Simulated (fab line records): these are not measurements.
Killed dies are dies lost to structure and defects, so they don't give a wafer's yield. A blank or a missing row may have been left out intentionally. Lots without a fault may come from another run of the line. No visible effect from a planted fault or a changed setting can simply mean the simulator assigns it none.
Chamber matching + flow nand_harc + 4 sister chambers for NHARC_THIN_TSV_ETCH_44 on rie_diel-01
The step etches the open film in CF4/O2, target depth 1594.2 nm, time 797.1 s. 4 wafers are shown with their chamber, then 7 later ones without.

## WAFERS WITH THEIR CHAMBER
| wafer  | chamber | drypump_motor_current_A (A) |
|--------|---------|-----------------------------|
| L971.5 | 1       | 6.5                         |
| L972.3 | 0       | 5.5                         |
| L972.4 | 3       | 5.4                         |
| L978.2 | 2       | 5.9                         |

## WAFERS MISSING THEIR CHAMBER
| wafer  | drypump_motor_current_A (A) |
|--------|-----------------------------|
| L978.5 | 5.4                         |
| L978.6 | 5.6                         |
| L981.2 | 6.5                         |
| L981.4 | 5.9                         |
| L981.5 | 5.5                         |
| L980.4 | 5.4                         |
| L980.6 | 5.3                         |

## WHICH CHAMBER EACH WENT THROUGH
| wafer  | from the rows above     | in truth |
|--------|-------------------------|----------|
| L978.5 | can't be placed: 3 or 0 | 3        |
| L978.6 | can't be placed: 0 or 3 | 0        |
| L981.2 | 1                       | 1        |
| L981.4 | 2                       | 2        |
| L981.5 | can't be placed: 0 or 3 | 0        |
| L980.4 | can't be placed: 3 or 0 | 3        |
| L980.6 | can't be placed: 3 or 0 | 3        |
Placed correctly: 2 of 7. Cannot be placed on the basis of these rows: 5; the candidates contain the true chamber in 5. Placed wrongly: 0.
How it was worked out, from the rows above alone: a wafer's distance from a chamber is the root of the sum, over the readings, of the square of ((its reading less the chamber's mean) divided by the reading's scatter). If the next closest chamber is less than 2 further off than the closest, the wafer can't be placed; otherwise it belongs to the closest. A chamber's mean is the mean of its shown wafers. The scatter (one wafer shown for each chamber): square how far every hidden wafer sits from the nearest shown wafer, average those squares and take the square root.
